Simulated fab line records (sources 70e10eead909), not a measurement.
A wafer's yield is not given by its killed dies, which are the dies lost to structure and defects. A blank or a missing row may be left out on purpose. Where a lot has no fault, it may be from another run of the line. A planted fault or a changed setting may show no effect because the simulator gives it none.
Code-filled problem report in 8D (eight disciplines) form    flow nand_harc    the parts of the form that need people (team, actions taken, sign-off) are left out

1. PROBLEM STATEMENT
Wafers without a fault read 36.96, standard deviation 0.041; exposure_dose_mJ_cm2 at NHARC_A_BONDPAD_EXPOSE_06 reads a mean of 40.09 on 6 wafers belonging to 2 lots. That is +76 standard deviations from the usual mean.
The step: exposes mask A BPAD.
First observed at day 18 15:06: wafer L752.1, on krf_scanner-02. Wafers with a number at this step in the record: 36, from 12 lots. Rule for "out", or "out of limits": more than 4 standard deviations from the usual mean. The rest of the wafers with a number are treated as sound.

2. WHAT IT IS AND WHAT IT IS NOT
question                     is                      is not
which readings at this step  exposure_dose_mJ_cm2    -
which lots                   L751, L752              L747, L748, L749, L750, L759, L761, L762, L763, L767, L769
which wafers of those lots   all that have a number  -
read on which tools          krf_scanner-02          krf_scanner-01, krf_scanner-04
when                         from day 18 15:06       up to then (12 sound wafers); but 18 sound wafers of L759, L761, L762, L763, L767, L769 came after

3. SUSPECTS, AND WHAT RULES EACH OUT
Counting: a tool stays on the suspect list if, at a process step up to the reading, it processed all lots that are out and no sound lot following the first of them.
- krf_scanner-02 at NHARC_A_BONDPAD_EXPOSE_06 (exposes mask A BPAD): kept. It processed each lot that is out, first L752 at day 18 15:06, and no sound lot thereafter; up to then, the last sound lot it processed was L749 at day 18 10:40. On those wafers its own readings are out: exposure_dose_mJ_cm2.
Left after counting: krf_scanner-02 at NHARC_A_BONDPAD_EXPOSE_06.

4. THE CAUSE (what the simulator had put in)
Drift in process parameters on krf_scanner-02 at NHARC_A_BONDPAD_EXPOSE_06, starting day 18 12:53. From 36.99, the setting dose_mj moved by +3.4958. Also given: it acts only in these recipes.
After counting, this tool was the only one left.

5. THE CHAIN OF EFFECTS, in route order
Rows list readings where the struck wafers' mean (over those with a number) sits beyond 3 standard deviations from the usual. Readings are gone through only where the record gives a usual standard deviation; hours: the median, over the lots, of the time from a lot's start at the first step in this table giving one to that lot's start at this step; sigmas: the change measured in usual standard deviations.
hours  step                       reading               usual  on struck wafers  change  sigmas
0      NHARC_A_BONDPAD_EXPOSE_06  exposure_dose_mJ_cm2  36.96  40.09             +3.13   +76
Its process steps:
- NHARC_A_BONDPAD_EXPOSE_06: exposes mask A BPAD.

6. WHAT WOULD HAVE CAUGHT IT SOONER
The fault began at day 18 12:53; the first out-of-limits reading in this record came at day 18 15:06, 2 hours later.
